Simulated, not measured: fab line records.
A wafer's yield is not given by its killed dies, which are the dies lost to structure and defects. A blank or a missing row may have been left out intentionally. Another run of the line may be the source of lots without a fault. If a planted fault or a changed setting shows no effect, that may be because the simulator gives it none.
fab line records ; flow n5_finfet
record: lots: 7; wafers: 19; last_day: 18
route steps=1938 shown BEOL_M10@1495 PASSIVATION@1936
lots untouched by any fault: they come from a run of this same line in which no faults occurred
start_h: hours from the record's opening day to when the first of the lot's shown wafers began ; wait_h: hours from the lot's prior step to this one ; " the same as in the row above ; L1.1+2: one row covering several wafers at once ; - no value, or no start was given ; * or withheld: withheld ; < > ~ a bound
route shown NAME@n: a module of which the file shows steps, and the number in the route of the first ; usual: average and standard deviation across the fault-free wafers ; same: alike in all rows ; chamber/n: place in a boat ; sites: the reading at each site ; _std_site: how widely they spread, as a standard deviation ; _edge_site: mean of outer sites minus mean of inner sites ; radius_mm: for every site, how far away it sits from the centre of the wafer ; mask NAME#n: copy n ; behind: the last tool/chamber to shape the wafer ; hold: why the lot went on hold/how many hours it stayed there/how the hold came to an end ; device: whichever transistor did not switch (one of n, p or np) ; end of line: at the end of the route, the tests of the same wafers ; a step with no rows: only its recipe ; killed: at the first sort, the dies lost to defects and structure; wafer yield is something else ; map: dies across one wafer; x = killed, . = not, _ = none there
set.NAME: the setting that was run; set.NAME@STEP: the one run at that earlier step ; model.NAME: the simulator's own value behind a step, which no gauge read
certain route steps with their lots: each step a table, each wafer a row
services: the hour from which a tool's chamber was out of use, counted from the record's first day as start_h (under 0 if before that day), plus the number of hours and why
== steps ==
step: N5_BEOL_M10_COAT_64
recipe: resist: SiARC; temp_c: 220; time_s: 60; spin_rpm: 1500; resist_thk_nm: 30
step: N5_BEOL_M10_COAT_22
recipe: resist: CAR-ArF; spin_rpm: 1500; resist_thk_nm: 90
step: N5_BEOL_M10_EBR_24
recipe: solvent: PGMEA; ebr_width_mm: 1.5
step: N5_BEOL_M10_SOFTBAKE_23
recipe: temp_c: 110; time_s: 60; resist: CAR-ArF
step: N5_BEOL_M10_EXPOSE_25
recipe: mask_id: V9; na: 1.35; source_shape: annular; sigma_inner: 0.5; sigma_outer: 0.8; polarization: unpolarized; dose_mj: 85.5
step: N5_BEOL_M10_PEB_26
recipe: peb_temp_c: withheld; peb_time_s: 60; resist: CAR-ArF
step: N5_BEOL_M10_DEVELOP_27
recipe: develop_time_s: 30; developer: TMAH; resist: CAR-ArF; rinse_liquid: diw; dry: air_spin; dev_temp_c: 23
step: N5_BEOL_M10_CD_MEAS_28
recipe: target_cd_nm: 70; landing_energy_ev: 500; detector: se_inlens; polarity: opening
usual: cd_nm: 69.7/0.89
lot.wafer;tool;chamber;start_h;wait_h;cd_nm
L322.1;cd_sem-01;0;247.70;-;67.7
L322.2;cd_sem-01;0;247.70;-;67.7
L322.4;cd_sem-01;0;247.70;-;68.4
L323.2;cd_sem-03;0;248.22;-;68.9
L323.4;cd_sem-03;0;248.22;-;69.6
L323.5;cd_sem-03;0;248.22;-;69.3
L331.1;cd_sem-03;0;317.43;-;69.3
L331.6;cd_sem-03;0;317.43;-;69.5
L336.4;cd_sem-03;0;321.15;-;69.3
L336.6;cd_sem-03;0;321.15;-;68.8
L338.1;cd_sem-03;0;329.56;-;71.2
L338.3;cd_sem-03;0;329.56;-;68.5
L338.6;cd_sem-03;0;329.56;-;70.1
L339.1;cd_sem-01;0;354.78;-;69.4
L339.5;cd_sem-01;0;354.78;-;68.0
L339.6;cd_sem-01;0;354.78;-;69.3
L343.2;cd_sem-01;0;388.97;-;69.7
L343.3;cd_sem-01;0;388.97;-;69.0
L343.6;cd_sem-01;0;388.97;-;70.7
step: N5_BEOL_M10_OVL_MEAS_29
recipe: points_per_wafer: 44
usual: V9_OVL: -0.6/0.71
lot.wafer;tool;chamber;start_h;wait_h;V9_OVL[nm]
L322.1;overlay-02;0;247.73;0.0;-0.4
L322.2;overlay-02;0;247.73;0.0;-0.5
L322.4;overlay-02;0;247.73;0.0;-0.5
L323.2;overlay-01;0;248.25;0.0;-0.8
L323.4;overlay-01;0;248.25;0.0;-1.0
L323.5;overlay-01;0;248.25;0.0;-1.1
L331.1;overlay-01;0;317.46;0.0;-1.6
L331.6;overlay-01;0;317.46;0.0;-0.9
L336.4;overlay-01;0;321.18;0.0;-1.0
L336.6;overlay-01;0;321.18;0.0;-0.4
L338.1;overlay-02;0;329.59;0.0;-0.5
L338.3;overlay-02;0;329.59;0.0;0.0
L338.6;overlay-02;0;329.59;0.0;0.2
L339.1;overlay-01;0;354.81;0.0;0.0
L339.5;overlay-01;0;354.81;0.0;0.3
L339.6;overlay-01;0;354.81;0.0;-0.7
L343.2;overlay-02;0;389.00;0.0;-0.7
L343.3;overlay-02;0;389.00;0.0;-1.6
L343.6;overlay-02;0;389.00;0.0;-0.7
step: N5_BEOL_M10_INSPECT_30
recipe: mode: adi; inspect_instrument: brightfield
usual: raw_defect_count: 443/110
lot.wafer;tool;chamber;start_h;wait_h;raw_defect_count
L322.1;defect_inspect-01;-;247.75;0.0;300
L322.2;defect_inspect-01;-;247.75;0.0;363
L322.4;defect_inspect-01;-;247.75;0.0;421
L323.2;defect_inspect-01;-;248.28;0.0;388
L323.4;defect_inspect-01;-;248.28;0.0;330
L323.5;defect_inspect-01;-;248.28;0.0;389
L331.1;defect_inspect-01;-;317.48;0.0;545
L331.6;defect_inspect-01;-;317.48;0.0;336
L336.4;defect_inspect-01;-;321.20;0.0;485
L336.6;defect_inspect-01;-;321.20;0.0;267
L338.1;defect_inspect-01;-;329.62;0.0;427
L338.3;defect_inspect-01;-;329.62;0.0;363
L338.6;defect_inspect-01;-;329.62;0.0;367
L339.1;defect_inspect-01;-;354.83;0.0;770
L339.5;defect_inspect-01;-;354.83;0.0;603
L339.6;defect_inspect-01;-;354.83;0.0;689
L343.2;defect_inspect-02;-;389.02;0.0;347
L343.3;defect_inspect-02;-;389.02;0.0;469
L343.6;defect_inspect-02;-;389.02;0.0;388
step: N5_BEOL_M10_DESCUM_33
recipe: chemistry: O2; time_s: 7.9; source_power_w: 50; bias_power_w: 20; pressure_mtorr: 20; rf_frequency_hz: 2.712e+07; temp_c: 40; resist: CAR-ArF; o2_flow_sccm: 225
usual: bias_power_w: 19.99/0.06; drypump_motor_current_A: 5.9/0.58; oes_product_au: 0.80/0.095; rf_vpp_V: 243.1/1.4; showerhead_plenum_p_Torr: 2.09/0.076; throttle_valve_pct: 20.36/0.28
lot.wafer;tool;chamber;start_h;wait_h;bias_power_w;drypump_motor_current_A;oes_product_au;rf_hours_counter_h;rf_vpp_V;showerhead_plenum_p_Torr;throttle_valve_pct
L322.1;rie_diel-01;0;247.79;0.0;20.02;6.2;0.91;30;242.9;2.22;19.94
L322.2;rie_diel-01;1;247.79;0.0;20.09;5.2;0.72;199;244.0;2.06;20.66
L322.4;rie_diel-01;3;247.79;0.0;20.04;5.9;0.97;8;244.2;2.13;20.00
L323.2;rie_diel-06;1;248.41;0.1;19.99;5.8;0.92;13;244.0;2.15;20.19
L323.4;rie_diel-06;0;248.41;0.1;20.06;6.4;0.71;183;244.1;2.01;20.72
L323.5;rie_diel-06;0;248.41;0.1;20.00;6.4;0.71;-;242.8;2.01;20.71
L331.1;rie_diel-01;3;317.90;0.4;20.00;5.9;0.90;36;242.6;2.12;20.05
L331.6;rie_diel-01;1;317.90;0.4;19.86;5.2;0.69;-;243.2;2.06;20.72
L336.4;rie_diel-01;1;321.39;0.2;19.81;5.3;0.69;225;241.9;2.06;20.71
L336.6;rie_diel-01;3;321.39;0.2;20.01;5.9;0.90;-;243.2;2.12;20.05
L338.1;rie_diel-01;3;329.86;0.2;20.00;5.9;0.89;39;244.8;2.12;20.07
L338.3;rie_diel-01;1;329.86;0.2;20.08;5.2;0.68;227;243.6;2.05;20.72
L338.6;rie_diel-01;1;329.86;0.2;20.00;5.2;0.68;-;242.4;2.05;20.71
L339.1;rie_diel-05;3;355.16;0.3;20.05;6.7;0.98;4;244.2;2.22;20.15
L339.5;rie_diel-05;3;355.16;0.3;19.99;6.7;0.99;-;245.4;2.22;20.14
L339.6;rie_diel-05;2;355.16;0.3;19.94;5.6;0.74;-;244.0;2.09;20.52
L343.2;rie_diel-06;2;389.42;0.4;19.95;5.3;0.77;140;242.4;2.00;20.17
L343.3;rie_diel-06;1;389.42;0.4;19.93;5.8;0.85;65;243.6;2.13;20.26
L343.6;rie_diel-06;0;389.42;0.4;19.99;6.4;0.68;-;240.8;1.99;20.81
step: N5_BEOL_M10_ETCH_65
recipe: chemistry: CF4; target: SiARC; target_depth_a: 390; mask_material: CAR-ArF; time_s: 65; ion_energy_ev: 80; pressure_mtorr: 40; source_w: 545; bias_w: 36; Ar_flow_sccm: 100; cf4_flow_sccm: 100; ends: cleared
usual: bias_w: 35.99/0.11; drypump_motor_current_A: 5.9/0.57; etch_rf_on_time_s: 64.7/1.6; mfc_ar_sccm: 100.0/0.3; oes_product_au: 0.68/0.08; rf_vpp_V: 184.1/1.3; showerhead_plenum_p_Torr: 2.13/0.074; throttle_valve_pct: 15.54/0.27
lot.wafer;tool;chamber;start_h;wait_h;bias_w;drypump_motor_current_A;etch_rf_on_time_s;mfc_ar_sccm;oes_product_au;rf_hours_counter_h;rf_vpp_V;showerhead_plenum_p_Torr;throttle_valve_pct
L322.1;rie_diel-01;0;247.82;0.0;35.97;6.2;63.9;99.9;0.79;30;185.9;2.26;15.13
L322.2;rie_diel-01;1;247.82;0.0;35.84;5.3;65.5;100.8;0.62;199;184.2;2.11;15.88
L322.4;rie_diel-01;3;247.82;0.0;35.88;5.9;63.0;100.1;0.82;8;184.9;2.18;15.22
L323.2;rie_diel-06;1;248.45;0.0;36.13;5.8;67.1;99.9;0.78;13;185.1;2.18;15.22
L323.4;rie_diel-06;0;248.45;0.0;35.95;6.4;66.1;99.7;0.61;183;183.8;2.05;15.86
L323.5;rie_diel-06;0;248.45;0.0;36.02;6.4;66.4;99.5;0.61;-;183.1;2.05;15.84
L331.1;rie_diel-01;3;317.93;0.0;35.82;5.9;62.6;100.2;0.77;36;185.6;2.17;15.30
L331.6;rie_diel-01;1;317.93;0.0;36.08;5.3;65.6;100.0;0.60;-;184.0;2.11;15.94
L336.4;rie_diel-01;1;321.42;0.0;36.00;5.2;64.7;100.1;0.60;225;184.3;2.11;15.95
L336.6;rie_diel-01;3;321.42;0.0;36.03;5.9;61.8;99.8;0.77;-;184.1;2.17;15.28
L338.1;rie_diel-01;3;329.89;0.0;35.89;5.9;62.4;99.7;0.77;39;183.5;2.17;15.29
L338.3;rie_diel-01;1;329.89;0.0;35.96;5.3;65.5;100.4;0.60;227;183.6;2.10;15.95
L338.6;rie_diel-01;1;329.89;0.0;36.00;5.3;66.1;99.9;0.59;-;182.9;2.10;15.96
L339.1;rie_diel-05;3;355.20;0.0;35.93;6.7;63.0;100.3;0.83;4;184.8;2.27;15.37
L339.5;rie_diel-05;3;355.20;0.0;36.02;6.7;62.8;100.4;0.83;-;184.2;2.28;15.37
L339.6;rie_diel-05;2;355.20;0.0;35.90;5.6;65.2;100.0;0.63;-;183.5;2.14;15.70
L343.2;rie_diel-06;2;389.45;0.0;36.03;5.3;67.1;100.1;0.64;140;183.7;2.05;15.42
L343.3;rie_diel-06;1;389.45;0.0;36.09;5.8;67.4;99.9;0.70;65;186.1;2.16;15.32
L343.6;rie_diel-06;0;389.45;0.0;35.99;6.4;66.9;99.8;0.58;-;183.0;2.03;15.94
step: N5_BEOL_M10_ETCH_66
recipe: chemistry: N2/H2; target: SOC; target_depth_a: 1200; overetch_a: 240; mask_material: SiARC; temp_c: 40; time_s: 180; ion_energy_ev: 200; pressure_mtorr: 30; source_w: 840; bias_w: 150; n2_flow_sccm: 200; h2_flow_sccm: 200
usual: bias_w: 149.9/0.48; drypump_motor_current_A: 5.9/0.57; oes_product_au: 0.65/0.069; rf_vpp_V: 523.9/2.7; run_length_s: 203.0/0.45; showerhead_plenum_p_Torr: 2.54/0.093; throttle_valve_pct: 17.79/0.23
lot.wafer;tool;chamber;start_h;wait_h;bias_w;drypump_motor_current_A;oes_product_au;rf_hours_counter_h;rf_vpp_V;run_length_s;showerhead_plenum_p_Torr;throttle_valve_pct;model.SiARC_of_BEOL_M10_COAT_64.thk_nm
L322.1;rie_diel-01;0;247.87;0.0;149.9;6.2;0.74;30;527.7;203.3;2.71;17.56;22.8
L322.2;rie_diel-01;1;247.87;0.0;149.5;5.3;0.58;199;523.3;202.5;2.52;18.07;22.8
L322.4;rie_diel-01;3;247.87;0.0;148.8;6.0;0.77;8;525.7;203.0;2.60;17.40;22.6
L323.2;rie_diel-06;1;248.50;0.0;150.2;5.8;0.75;13;526.4;202.7;2.61;17.61;23.2
L323.4;rie_diel-06;0;248.50;0.0;150.2;6.4;0.59;183;521.0;204.0;2.43;18.01;23.2
L323.5;rie_diel-06;0;248.50;0.0;149.4;6.4;0.59;-;521.5;203.5;2.43;18.00;23.2
L331.1;rie_diel-01;3;317.98;0.0;149.9;6.0;0.71;36;524.6;203.0;2.58;17.48;22.6
L331.6;rie_diel-01;1;317.98;0.0;150.2;5.3;0.50;-;521.2;257.1;2.51;18.09;20.6
L336.4;rie_diel-01;1;321.47;0.0;150.1;5.3;0.50;225;522.4;257.0;2.51;18.10;20.4
L336.6;rie_diel-01;3;321.47;0.0;150.0;5.9;0.62;-;526.7;257.1;2.58;17.45;20.4
L338.1;rie_diel-01;1;329.94;0.0;149.7;5.2;0.57;227;523.0;202.8;2.51;18.13;22.6
L338.3;rie_diel-01;3;329.94;0.0;150.0;5.9;0.70;39;525.7;203.6;2.58;17.45;22.6
L338.6;rie_diel-01;3;329.94;0.0;150.4;6.0;0.63;-;526.5;257.3;2.58;17.45;20.2
L339.1;rie_diel-05;2;355.25;0.0;149.8;5.6;0.60;185;522.9;203.3;2.51;17.79;22.6
L339.5;rie_diel-05;2;355.25;0.0;149.0;5.6;0.59;-;522.6;203.1;2.51;17.77;22.6
L339.6;rie_diel-05;3;355.25;0.0;149.3;6.7;0.77;-;527.3;203.3;2.71;17.61;22.6
L343.2;rie_diel-06;2;389.50;0.0;150.9;5.3;0.62;140;521.6;202.8;2.44;17.69;23
L343.3;rie_diel-06;1;389.50;0.0;149.7;5.8;0.67;65;526.0;202.3;2.59;17.69;23.2
L343.6;rie_diel-06;0;389.50;0.0;149.9;6.4;0.56;-;521.5;204.1;2.41;18.09;23.2
step: N5_BEOL_M10_STRIP_69
recipe: chemistry: N2/H2; temp_c: 40; n2_flow_sccm: 200; h2_flow_sccm: 200; rf_frequency_hz: 6e+07
step: N5_PASSIVATION_PROBE_49
usual: defect_limited_yield: 91.4/1.4; killed_at_M0_to_M3: 33/11; killed_at_M4_up: 13/5.3; killed_at_contacts: 13/6.1; killed_at_front_end: 40/11; killed_at_other: 2.9/2.7; killed_dies: 102/17; killed_open: 68/13; killed_short: 32/7.5; sort_bin_4_leakage: 0.00/0.022; sort_bin_5_function: 5.1/0.98; sort_bin_6_memory: 3.2/0.69; sort_n_pass: 1077/21; sort_yield_pct: 91.3/1.7
same: gross_dies: 1180; killed_at_back_side: 0; sort_bin_8_speed[%]: 0
lot.wafer;tool;chamber;start_h;wait_h;defect_limited_yield[%];killed_at_M0_to_M3;killed_at_M4_up;killed_at_contacts;killed_at_front_end;killed_at_other;killed_dies;killed_open;killed_short;sort_bin_4_leakage[%];sort_bin_5_function[%];sort_bin_6_memory[%];sort_n_pass;sort_yield_pct[%]
L322.1;prober-01;-;305.52;0.0;92.5;31;13;14;29;1;88;56;32;0;4.2;2.9;1092;92.5
L322.2;prober-01;-;305.57;0.1;91.9;32;6;18;31;9;96;66;28;0;4.3;3.6;1084;91.9
L322.4;prober-01;-;305.67;0.2;90.8;35;13;19;39;3;109;77;28;0;5.5;2.9;1071;90.8
L323.2;prober-02;-;321.72;0.1;91.4;32;18;10;38;3;101;71;27;0;4.9;3.2;1079;91.4
L323.4;prober-02;-;321.82;0.2;89.9;34;14;14;52;5;119;82;35;0;5.3;4.2;1061;89.9
L323.5;prober-02;-;321.87;0.2;90.3;36;9;16;51;3;115;84;29;0;6.5;2.9;1065;90.3
L336.4;prober-02;-;383.46;0.2;90.9;53;10;12;31;1;107;78;29;0;5.2;3.7;1073;90.9
L336.6;prober-02;-;383.56;0.3;93.0;34;7;16;26;0;83;58;23;0;3.5;3.2;1097;93.0
L331.1;prober-02;-;390.28;0.0;91.9;34;8;19;30;4;95;66;28;0;4.7;3.1;1085;91.9
L331.6;prober-02;-;390.53;0.3;89.7;59;4;17;40;2;122;70;48;0;5.4;4.7;1058;89.7
L338.1;prober-02;-;395.48;0.0;88.9;33;15;23;59;1;131;77;53;0;7.0;3.7;1049;88.9
L338.3;prober-02;-;395.58;0.1;92.5;13;15;9;51;1;89;54;31;0;4.8;2.5;1091;92.5
L338.6;prober-02;-;395.73;0.3;90.8;21;10;21;56;0;108;64;41;0;4.7;4.0;1072;90.8
killed by level:class
L322.1 MOL_CONTACT_COAG:geometric_particle:open=11 FIN_SAQP:geometric_particle:open=10 BEOL_M3:geometric_particle:open=9 FIN_SAQP:geometric_particle:short=6 BEOL_M1:geometric_particle:open=5 STARTING-WAFER:geometric_particle:short=4 BEOL_M4:geometric_particle:open=4 ILD0:geometric_particle:open=3
L322.2 MOL_CONTACT_COAG:geometric_particle:open=18 BEOL_M3:geometric_particle:open=11 FIN_SAQP:geometric_particle:open=8 MIM_TOP:geometric_particle:short=5 FIN_SAQP:geometric_particle:short=4 STI_FIN_REVEAL:geometric_particle:open=4 BEOL_M0_SAQP:geometric_particle:short=4 BEOL_M0:geometric_particle:open=4
L322.4 FIN_SAQP:geometric_particle:open=20 MOL_CONTACT_COAG:geometric_particle:open=16 BEOL_M1:geometric_particle:open=9 FIN_SAQP:geometric_particle:short=8 BEOL_M2:geometric_particle:open=7 BEOL_M3:geometric_particle:open=5 BEOL_M4:geometric_particle:open=5 BEOL_M0:geometric_particle:short=4
L323.2 STI_FIN_REVEAL:geometric_particle:open=12 MOL_CONTACT_COAG:geometric_particle:open=9 BEOL_M0:geometric_particle:open=8 BEOL_M8:geometric_particle:open=8 STARTING-WAFER:geometric_particle:short=6 FIN_SAQP:geometric_particle:open=5 GATE_CUT:geometric_particle:short=5 BEOL_M0_SAQP:geometric_particle:short=5
L323.4 FIN_SAQP:geometric_particle:open=15 MOL_CONTACT_COAG:geometric_particle:open=13 FIN_SAQP:geometric_particle:short=11 STI_FIN_REVEAL:geometric_particle:open=11 BEOL_M1:geometric_particle:open=8 BEOL_M2:geometric_particle:open=7 GATE_CUT:geometric_particle:short=6 BEOL_M4:geometric_particle:open=6
L323.5 FIN_SAQP:geometric_particle:open=15 MOL_CONTACT_COAG:geometric_particle:open=13 STI_FIN_REVEAL:geometric_particle:open=12 BEOL_M2:geometric_particle:open=12 FIN_SAQP:geometric_particle:short=7 BEOL_M0:geometric_particle:open=5 BEOL_M1:geometric_particle:open=5 GATE_CUT:geometric_particle:open=4
L336.4 BEOL_M3:geometric_particle:open=12 MOL_CONTACT_COAG:geometric_particle:open=11 BEOL_M0_SAQP:geometric_particle:open=11 FIN_SAQP:geometric_particle:open=10 FIN_SAQP:geometric_particle:short=9 BEOL_M0:geometric_particle:open=9 BEOL_M1:geometric_particle:open=8 BEOL_M0_SAQP:geometric_particle:short=7
L336.6 STI_FIN_REVEAL:geometric_particle:open=9 BEOL_M1:geometric_particle:open=8 MOL_CONTACT_COAG:geometric_particle:open=8 BEOL_M0:geometric_particle:open=8 MOL_CONTACT_COAG:geometric_particle:short=6 BEOL_M2:geometric_particle:open=5 FIN_SAQP:geometric_particle:open=4 FIN_SAQP:geometric_particle:short=4
L331.1 MOL_CONTACT_COAG:geometric_particle:open=17 BEOL_M0_SAQP:geometric_particle:open=15 FIN_SAQP:geometric_particle:open=7 BEOL_M0_SAQP:geometric_particle:short=7 FIN_SAQP:geometric_particle:short=6 BEOL_M2:geometric_particle:open=5 BEOL_M7:geometric_particle:open=5 STI_FIN_REVEAL:geometric_particle:open=4
L331.6 BEOL_M0_SAQP:geometric_particle:open=17 BEOL_M0_SAQP:geometric_particle:short=14 MOL_CONTACT_COAG:geometric_particle:open=9 GATE_CUT:geometric_particle:short=8 FIN_SAQP:geometric_particle:open=7 MOL_CONTACT_COAG:geometric_particle:short=7 BEOL_M1:geometric_particle:open=6 BEOL_M2:geometric_particle:open=6
L338.1 FIN_SAQP:geometric_particle:short=15 MOL_CONTACT_COAG:geometric_particle:open=13 BEOL_M0_SAQP:geometric_particle:short=11 GATE_CUT:geometric_particle:short=10 MOL_CONTACT_COAG:geometric_particle:short=9 BEOL_M4:geometric_particle:open=9 BEOL_M0_SAQP:geometric_particle:open=8 BEOL_M3:geometric_particle:open=8
L338.3 STI_FIN_REVEAL:geometric_particle:open=11 BEOL_M4:geometric_particle:open=9 FIN_SAQP:geometric_particle:open=8 GATE_CUT:geometric_particle:short=6 FIN_SAQP:geometric_particle:short=5 STARTING-WAFER:geometric_particle:short=5 MOL_CONTACT_COAG:geometric_particle:open=5 STI_FIN_REVEAL:geometric_particle:short=4
L338.6 STI_FIN_REVEAL:geometric_particle:open=18 FIN_SAQP:geometric_particle:short=15 MOL_CONTACT_COAG:geometric_particle:open=13 FIN_SAQP:geometric_particle:open=8 MOL_CONTACT_COAG:geometric_particle:short=7 BEOL_M1:geometric_particle:open=7 BEOL_M3:geometric_particle:open=5 BEOL_M4:geometric_particle:open=5
== services ==
tool;chamber;start_h;hours;kind
rie_diel-06;0;227.20;14.4;repair
rie_diel-05;-;236.83;0.2;repair
rie_diel-06;2;241.76;6.5;repair
rie_diel-01;1;255.42;3.4;repair
rie_diel-05;0;265.60;-;clean
rie_diel-05;0;265.60;-;consumable_replace:focus_ring
rie_diel-05;0;265.60;22.7;scheduled_down
rie_diel-05;0;265.60;22.7;vent_cycle
rie_diel-01;2;270.68;4.7;repair
rie_diel-05;-;273.86;14.6;pm
rie_diel-05;3;314.94;11.0;repair
rie_diel-05;3;326.15;-;clean
rie_diel-05;3;326.15;-;consumable_replace:focus_ring
rie_diel-05;3;326.15;-;consumable_replace:showerhead
rie_diel-05;3;326.15;16.1;scheduled_down
rie_diel-05;3;326.15;16.1;vent_cycle
rie_diel-06;3;333.55;2.8;repair
rie_diel-06;-;334.62;0.7;repair
rie_diel-05;1;355.36;13.1;repair
== key ==
first_sign: step: N5_BEOL_M10_ETCH_66; reading: run_length_s; direction: up; sigmas: 99+; usual: *; struck: *
effect none on later readings
model_effect: step: N5_BEOL_M10_ETCH_66; value: SiARC_of_BEOL_M10_COAT_64.thk_nm; without: 22.6; struck: 20.4
met_at N5_BEOL_M10_ETCH_66
struck_wafers L331.6,L336.4,L336.6,L338.6
onset_between 247.87 317.98
fault: kind: process_parameter_drift; tool: rie_diel-01; chamber: -; onset_h: 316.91; steps: N5_BEOL_M10_ETCH_66; channel: time_s; offset: *; shape: step; end_h: 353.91; scope: struck_wafers_only; acts_in: *; stated: *
